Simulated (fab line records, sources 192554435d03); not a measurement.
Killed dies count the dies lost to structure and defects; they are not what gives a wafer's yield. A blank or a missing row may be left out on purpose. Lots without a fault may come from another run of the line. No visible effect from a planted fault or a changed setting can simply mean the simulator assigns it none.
Struck lot and sound lot, side by side -- flow n5_finfet -- 16 out of 1938 route steps
Sound: the wafers L868.3, L868.5, L868.6. Struck: wafer L879.2. (L879.1, L879.3 of the same lot were not struck and are left out.) The cause comes at the end.
At each step with rows: each side's tool, then ch and its chambers, then its first start. Under that, the readings that differ: sound wafers -- struck wafers -- difference of the means -- sigmas: that difference in standard deviations of wafers without a fault.
alike: a reading whose means differ by less than 2 such deviations, as well as words and numbers matching on both sides. not compared: withheld readings; readings where some wafer has no value; bounds like >300 that might hide an equal value; numbers whose values overlap and for which the record gives no deviation.
A row with sigmas, a row that says differs or no value, or rows on one side alone: a step with any of these is where the two part. When numbers do not overlap yet have no deviation, they are printed without sigmas and do not part them. A reading missing from all wafers of one side parts the sides only when that side holds two or more wafers.

first, 8 steps without rows for these wafers: N5_BEOL_M4_COAT_62 (time 60 s, resist thk 12 nm); N5_BEOL_M4_COAT_73 (time 60 s, resist thk 5 nm); N5_BEOL_M4_COAT_05 (resist thk 30 nm); N5_BEOL_M4_EBR_07; N5_BEOL_M4_SOFTBAKE_06 (time 60 s); N5_BEOL_M4_EXPOSE_08 (exposes mask M4); N5_BEOL_M4_PEB_09 (peb time 60 s); N5_BEOL_M4_DEVELOP_10 (develop time 30 s).
N5_BEOL_M4_CD_MEAS_11: the cd target is 16.79 nm.
  sound on cd_sem-03 ch 0, day 8 12:48; struck on cd_sem-02 ch 0, day 11 08:27
  alike: cd_nm
N5_BEOL_M4_OVL_MEAS_12:
  sound on overlay-01 ch 0, day 8 12:50; struck on overlay-02 ch 0, day 11 08:29
  alike: M4_OVL
N5_BEOL_M4_INSPECT_13: inspects for defects (brightfield).
  sound: defect_inspect-02 at day 8 12:53; struck: defect_inspect-02 at day 11 08:32
  alike: raw_defect_count
N5_BEOL_M4_DESCUM_16: chemistry O2, time 7 s.
  sound on rie_diel-02 ch 2,3, day 8 12:55; struck on rie_diel-02 ch 0, day 11 08:34
reading,sound,struck,difference,sigmas
throttle_valve_pct (%),20.48 20.50 20.46,20.06,-0.42,-3
  alike: bias_power_w, drypump_motor_current_A, oes_product_au, rf_vpp_V, showerhead_plenum_p_Torr
  not compared: rf_hours_counter_h
N5_BEOL_M4_ETCH_74: etches underlayer in N2/H2, target depth 6.5 nm, time 5.2 s.
  sound on rie_diel-02 ch 2,3, day 8 12:57; struck on rie_diel-02 ch 0, day 11 08:37
reading,sound,struck,difference,sigmas
etch_rf_on_time_s (s),5.14 5.26 5.13,9.28,+4.10,+44
oes_product_au (a.u.),0.69 0.71 0.70,0.53,-0.17,-3
  alike: drypump_motor_current_A, rf_vpp_V, showerhead_plenum_p_Torr, throttle_valve_pct
  not compared: rf_hours_counter_h
N5_BEOL_M4_ETCH_63: etches SiARC in CF4, target depth 15.6 nm, time 26 s.
  sound on rie_diel-02 ch 2,3, day 8 12:58; struck on rie_diel-02 ch 0, day 11 08:37
  alike: drypump_motor_current_A, etch_rf_on_time_s, mfc_ar_sccm, oes_product_au, rf_vpp_V, showerhead_plenum_p_Torr, throttle_valve_pct
  not compared: rf_hours_counter_h
N5_BEOL_M4_RC_MEAS_101:
  sound on prober-02 ch 0, day 9 01:12; struck on prober-01 ch 0, day 11 15:01
  alike: DIBL_N, DIBL_P, IOFF_N, IOFF_P, ION_N, ION_P, SS_N, SS_P, VT_N, VT_P
-- a jump in the record: the struck wafers' starts before and after are 4 days apart (it breaks off in module BEOL_M4 and resumes in module PASSIVATION, where the first step shown is number 1936 of the route) --
N5_PASSIVATION_PROBE_49:
  sound: prober-02 at day 12 22:57; struck: prober-02 at day 16 00:04
reading,sound,struck,difference,sigmas
killed_at_M0_to_M3,46 49 49,28,-20,-2
  alike: defect_limited_yield, killed_at_M4_up, killed_at_contacts, killed_at_front_end, killed_at_other, killed_dies, killed_on_rim, killed_open, killed_short, sort_bin_5_function, sort_bin_6_memory, sort_n_pass, sort_yield_pct

WHERE THEY PART
Earliest at N5_BEOL_M4_DESCUM_16; latest, in this record, at N5_PASSIVATION_PROBE_49.

WHY: what the simulator had put in
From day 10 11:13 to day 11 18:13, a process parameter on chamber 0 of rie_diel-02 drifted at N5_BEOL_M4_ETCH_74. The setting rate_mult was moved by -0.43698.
